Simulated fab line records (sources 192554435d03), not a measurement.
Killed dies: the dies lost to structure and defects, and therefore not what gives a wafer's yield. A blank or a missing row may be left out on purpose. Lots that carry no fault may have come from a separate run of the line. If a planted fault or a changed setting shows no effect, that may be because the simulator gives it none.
One fault through the eyes of 3 desks	flow n5Finfet	every desk sees just its own numbers, and what lay behind them comes last

## FROM THE METROLOGY DESK
What the gauges read for every lot (on any tool): the sampled wafers with a number, averaged. Any lot whose mean is over 4 standard deviations away from the usual mean is out of limits and marked OUT; that distance is given in the brackets. Only the readings that lie furthest out on some lot appear, 7 of the 10 it has.
Columns: A = DIBL_N at N5_BEOL_M4_RC_MEAS_101, usual 36.4 mV/V; B = DIBL_P at N5_BEOL_M4_RC_MEAS_101, usual 36.4 mV/V; C = IOFF_N at N5_BEOL_M4_RC_MEAS_101, usual 0.16 nA/um; D = IOFF_P at N5_BEOL_M4_RC_MEAS_101, usual 0.21 nA/um; E = ION_P at N5_BEOL_M4_RC_MEAS_101, usual 465 uA/um; F = SS_N at N5_BEOL_M4_RC_MEAS_101, usual 71.5 mV/dec; G = SS_P at N5_BEOL_M4_RC_MEAS_101, usual 73.2 mV/dec
lot	first seen here	A	B	C	D	E	F	G
L751	day 10 02:32	38.0	38.9	0.18	0.23	465	72.1	73.7
L752	day 10 04:54	36.9	34.6	0.16	0.21	464	71.7	73.0
L753	day 10 17:14	36.2	37.1	0.15	0.19	461	71.1	73.5
L764	day 13 18:16	36.8	36.1	0.16	0.22	469	71.6	73.3
L765	day 13 21:28	36.9	36.3	0.16	0.23	465	71.5	73.5
This desk's verdict: no lot among the 5 shows anything out of limits.

## AT THE TOOL OWNER'S DESK: plasmaAsher-01
The tool's own readings at N5_MOL_CONTACT_COAG_STRIP_119 (strips in N2/H2, time 30 s): means of the sampled wafers that have a number, for each lot that ran on this tool. Any lot whose mean is over 4 standard deviations away from the usual mean is out of limits and marked OUT; that distance is given in the brackets.
Columns: A = drypumpMotorCurrentA at N5_MOL_CONTACT_COAG_STRIP_119, usual 5.6 A; B = h2FlowSccm at N5_MOL_CONTACT_COAG_STRIP_119, usual 3249 sccm; C = heaterPowerW at N5_MOL_CONTACT_COAG_STRIP_119, usual 351 W
lot	first seen here	A	B	C
L764	day 10 17:31	6.2	3259	393
This desk's finding: nothing out of limits on the one lot.

## THE DEFECT DESK
What the inspections along the route counted, lot by lot: means of the sampled wafers that have a number. Any lot whose mean is over 4 standard deviations away from the usual mean is out of limits and marked OUT; that distance is given in the brackets.
Columns: A = rawDefectCount at N5_MOL_CONTACT_COAG_INSPECT_42, usual 214
lot	first seen here	A
L751	day 7 09:26	625 (+8.4) OUT
L752	day 7 13:27	635 (+8.6) OUT
L753	day 7 20:55	639 (+8.7) OUT
L764	day 10 18:04	264
L765	day 11 00:20	328
This desk finds L751, L752, L753 out of limits, L751 being first, at day 7 09:26 (rawDefectCount at N5_MOL_CONTACT_COAG_INSPECT_42). Within limits: L764, L765.

## BROUGHT TOGETHER
The defect desk could have raised an alarm at day 7 09:26, on L751, L752, L753.
The metrology desk saw nothing out of limits.
The desk of the tool owner found nothing out of limits.
The metrology desk has L751, L752, L753 on record, within its limits.
The tool owner's desk has no number on record for L751, L752, L753.
The lots listed all ran N5_MOL_CONTACT_COAG_STRIP_119 on plasmaAsher-01.

## WHAT HAD BEEN PUT IN BY THE SIMULATOR
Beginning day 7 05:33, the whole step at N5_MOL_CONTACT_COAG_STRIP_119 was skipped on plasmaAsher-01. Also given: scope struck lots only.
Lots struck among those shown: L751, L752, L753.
Hours from the fault's start to each desk's first reading out of limits: the defect desk, 4.
